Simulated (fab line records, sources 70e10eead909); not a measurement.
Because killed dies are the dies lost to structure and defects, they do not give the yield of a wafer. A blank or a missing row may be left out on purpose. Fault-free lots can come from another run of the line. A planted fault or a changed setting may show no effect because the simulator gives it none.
The tool behind it: which one? | flow nand_harc | Sampling: 12 lots, 36 wafers, 5 of 1159 route steps

## WHAT EACH GAUGE READ, for each wafer
NHARC_END_SORT_01. Usual: killed_at_array 27, standard deviation 12; killed_at_other 0.8, standard deviation 1; killed_at_periphery 4.0, standard deviation 2.5; killed_dies 32, standard deviation 11; killed_open 3.3, standard deviation 1.8; killed_short 2.0, standard deviation 1.5.
lot  | measured     | on        | killed_at_array | killed_at_other | killed_at_periphery | killed_dies | killed_open | killed_short | flag
L229 | day 22 09:38 | prober-02 | 40 46 32        | 1 0 0           | 5 4 7               | 46 50 39    | 4 4 1       | 3 4 4        |
L236 | day 24 08:23 | prober-01 | 26              | 3               | 1                   | 30          | 3           | 1            |

## TOOL THAT RAN EACH LOT (tool first, then ch and the chambers of the sampled wafers, then the start)
lot  | NHARC_A_STAIRCASE_ETCH_201                    | NHARC_A_STAIRCASE_TRIM_220         | NHARC_A_STAIRCASE_ETCH_221                    | NHARC_A_STAIRCASE_ETCH_225
L218 | rie_diel-05 ch 0,2,3, day 11 20:31 or earlier | rie_diel-05 ch 1,2,3, day 11 20:31 | rie_diel-05 ch 0,3, no start                  | rie_diel-05 ch 0,1, no start
L216 | rie_diel-04 ch 0,2,3, day 11 21:32 or earlier | rie_diel-07 ch 0,1, day 11 21:32   | rie_diel-07 ch 0,1,2, no start                | rie_diel-07 ch 1,2, no start
L219 | rie_diel-07 ch 1,2, day 12 06:15 or earlier   | rie_diel-07 ch 1,2, day 12 06:15   | rie_diel-07 ch 1,2, no start                  | rie_diel-07 ch 2,3, no start
L222 | rie_diel-04 ch 0,2,3, day 12 21:58 or earlier | rie_diel-04 ch 0,1, day 12 21:58   | rie_diel-04 ch 2,3, no start                  | rie_diel-04 ch 2,3, no start
L223 | rie_diel-07 ch 0,2,3, day 13 01:08 or earlier | rie_diel-05 ch 0,3, day 13 01:08   | rie_diel-05 ch 0,3, no start                  | rie_diel-05 ch 0,1,2, no start
L221 | rie_diel-07 ch 0,2, day 13 06:59 or earlier   | rie_diel-05 ch 0,1,2, day 13 06:59 | rie_diel-05 ch 0,1,2, no start                | rie_diel-05 ch 0,1,3, no start
L224 | rie_diel-05 ch 0,3, day 13 14:56 or earlier   | rie_diel-07 ch 0,2,3, day 13 14:56 | rie_diel-07 ch 0,2,3, no start                | rie_diel-07 ch 0,3, no start
L226 | rie_diel-04 ch 0,2,3, day 13 17:54 or earlier | rie_diel-07 ch 0,2,3, day 13 17:54 | rie_diel-07 ch 2,3, no start                  | rie_diel-07 ch 2,3, no start
L227 | rie_diel-07 ch 0,1,2, day 14 10:40 or earlier | rie_diel-07 ch 0,1,2, day 14 10:40 | rie_diel-07 ch 0,1,3, no start                | rie_diel-07 ch 0,2,3, no start
L229 | rie_diel-04 ch 0,2,3, day 14 19:42 or earlier | rie_diel-05 ch 1,2,3, day 14 19:42 | rie_diel-05 ch 0,1,2, day 22 09:38 or earlier | rie_diel-05 ch 0,1,3, day 22 09:38 or earlier
L232 | rie_diel-04 ch 1,2,3, day 15 10:26 or earlier | rie_diel-07 ch 0,1,3, day 15 10:26 | rie_diel-07 ch 1,2,3, no start                | rie_diel-07 ch 0,1,3, no start
L236 | rie_diel-07 ch 1,2,3, day 16 01:25 or earlier | rie_diel-05 ch 0,2,3, day 16 01:25 | rie_diel-05 ch 0,1,3, day 24 08:23 or earlier | rie_diel-05 ch 0,1,2, day 24 08:23 or earlier
- NHARC_A_STAIRCASE_ETCH_201: etches the open film in C4F8/O2, target depth 100 nm, time 40.5 s.
- NHARC_A_STAIRCASE_TRIM_220: chemistry O2, time 211.2 s.
- NHARC_A_STAIRCASE_ETCH_221: etches the open film in C4F8/O2, target depth 100 nm, time 40.5 s.
- NHARC_A_STAIRCASE_ETCH_225: etches the open film in C4F8/O2, target depth 100 nm, time 40.5 s.

## WHAT THE TOOLS THEMSELVES READ (means of the sampled wafers that have a number; where no wafer has one, the mark that the record gives instead)
NHARC_A_STAIRCASE_ETCH_201. Usual: oes_product_au 0.943 a.u., standard deviation 0.011; rf_vpp_V 897 V, standard deviation 5.2.
lot  | tool        | oes_product_au (a.u.) | rf_vpp_V (V) | flag
L218 | rie_diel-05 | 0.939                 | 904          |
L216 | rie_diel-04 | 0.943                 | 899          |
L219 | rie_diel-07 | 0.929                 | 891          |
L222 | rie_diel-04 | 0.936                 | 898          |
L223 | rie_diel-07 | 0.937                 | 899          |
L221 | rie_diel-07 | 0.944                 | 896          |
L224 | rie_diel-05 | 0.944                 | 902          |
L226 | rie_diel-04 | 0.944                 | 899          |
L227 | rie_diel-07 | 0.940                 | 892          |
L229 | rie_diel-04 | 0.952                 | 897          |
L232 | rie_diel-04 | 0.942                 | 893          |
L236 | rie_diel-07 | 0.942                 | 896          |

NHARC_A_STAIRCASE_TRIM_220. Usual: drypump_motor_current_A 5.6 A, standard deviation 0.5; oes_product_au 1.002 a.u., standard deviation 0.0088; rf_vpp_V 57.9 V, standard deviation 0.92; run_length_s 232.6 s, standard deviation 0.36; showerhead_plenum_p_Torr 3.58 Torr, standard deviation 0.15; throttle_valve_pct 17.036 %, standard deviation 0.0098.
lot  | tool        | drypump_motor_current_A (A) | oes_product_au (a.u.) | rf_vpp_V (V) | run_length_s (s) | showerhead_plenum_p_Torr (Torr) | throttle_valve_pct (%) | flag
L218 | rie_diel-05 | 5.8                         | 1.005                 | 58.2         | 232.7            | 3.67                            | 17.029                 |
L216 | rie_diel-07 | 5.6                         | 1.002                 | 56.8         | 232.5            | 3.42                            | 17.042                 |
L219 | rie_diel-07 | 5.7                         | 1.009                 | 57.8         | 233.1            | 3.40                            | 17.031                 |
L222 | rie_diel-04 | 6.0                         | 1.000                 | 58.1         | 232.4            | 3.43                            | 17.037                 |
L223 | rie_diel-05 | 5.1                         | 1.002                 | 58.0         | 232.7            | 3.68                            | 17.037                 |
L221 | rie_diel-05 | 5.9                         | 1.002                 | 58.1         | 232.7            | 3.69                            | 17.042                 |
L224 | rie_diel-07 | 5.3                         | 1.001                 | 57.5         | 232.8            | 3.59                            | 17.029                 |
L226 | rie_diel-07 | 5.3                         | 0.995                 | 57.3         | 232.8            | 3.59                            | 17.041                 |
L227 | rie_diel-07 | 5.4                         | 1.003                 | 58.3         | 187.5            | 3.43                            | 17.031                 | OFF
L229 | rie_diel-05 | 5.8                         | 1.011                 | 57.2         | 232.5            | 3.65                            | 17.033                 |
L232 | rie_diel-07 | 5.7                         | 0.995                 | 57.8         | 187.1            | 3.52                            | 17.031                 | OFF
L236 | rie_diel-05 | 5.5                         | 1.006                 | 58.8         | 232.7            | 3.71                            | 17.033                 |

NHARC_A_STAIRCASE_ETCH_221. Usual: oes_product_au 0.939 a.u., standard deviation 0.013; rf_vpp_V 898 V, standard deviation 5.5.
lot  | tool        | oes_product_au (a.u.) | rf_vpp_V (V) | flag
L218 | rie_diel-05 | 0.957                 | 901          |
L216 | rie_diel-07 | 0.924                 | 893          |
L219 | rie_diel-07 | 0.934                 | 894          |
L222 | rie_diel-04 | 0.941                 | 897          |
L223 | rie_diel-05 | 0.958                 | 902          |
L221 | rie_diel-05 | 0.940                 | 901          |
L224 | rie_diel-07 | 0.938                 | 897          |
L226 | rie_diel-07 | 0.948                 | 900          |
L227 | rie_diel-07 | 0.950                 | 896          |
L229 | rie_diel-05 | 0.928                 | 901          |
L232 | rie_diel-07 | 0.929                 | 896          |
L236 | rie_diel-05 | 0.951                 | 900          |

NHARC_A_STAIRCASE_ETCH_225. Usual: oes_product_au 0.946 a.u., standard deviation 0.012; rf_vpp_V 898 V, standard deviation 5.5.
lot  | tool        | oes_product_au (a.u.) | rf_vpp_V (V) | flag
L218 | rie_diel-05 | 0.946                 | 903          |
L216 | rie_diel-07 | 0.949                 | 891          |
L219 | rie_diel-07 | 0.958                 | 899          |
L222 | rie_diel-04 | 0.951                 | 897          |
L223 | rie_diel-05 | 0.935                 | 903          |
L221 | rie_diel-05 | 0.952                 | 901          |
L224 | rie_diel-07 | 0.945                 | 897          |
L226 | rie_diel-07 | 0.946                 | 899          |
L227 | rie_diel-07 | 0.941                 | 898          |
L229 | rie_diel-05 | 0.948                 | 900          |
L232 | rie_diel-07 | 0.932                 | 895          |
L236 | rie_diel-05 | 0.940                 | 901          |

## THE ANSWER, worked out from the rows above alone
Rule: a lot is off if the mean of its wafers that have a number lies more than 3 standard deviations from the usual mean. Also off: a lot with no number at a reading for which 4 or more lots have one. The other lots that the step has rows for count as sound. The gauges are gone through in route order, then the tools' own readings, and for those a lot's mean is taken as printed above. At the first step where some lot is off, the reading lying furthest off is the one used; lots without a number count as furthest.
Off: L227, L232, at NHARC_A_STAIRCASE_TRIM_220 (run_length_s).
A tool fits if, at that step or a process step before it, it ran every lot that is off, and no sound lot after the first of them. Because NHARC_A_STAIRCASE_ETCH_201 lacks a start for some lots, the hours and order of its lots are taken from NHARC_A_STAIRCASE_TRIM_220. One candidate fits, namely rie_diel-07 at NHARC_A_STAIRCASE_TRIM_220. Its last sound lot is L226 (day 13 17:54), its first lot that is off L227 (day 14 10:40): a fault that began between those two fits.
On the lots that are off, the tool's own readings at NHARC_A_STAIRCASE_TRIM_220 differ by more than 5 times the standard deviation of the sound lots' means, which bears it out; run_length_s reads 187.3 s there versus 232.7 s on the sound lots.

## WHAT THE SIMULATOR HAD PUT IN
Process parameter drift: rie_diel-07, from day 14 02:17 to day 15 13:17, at NHARC_A_STAIRCASE_TRIM_220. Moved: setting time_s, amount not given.
Shown lots that were struck: L227, L232. The same result came from the rule above.
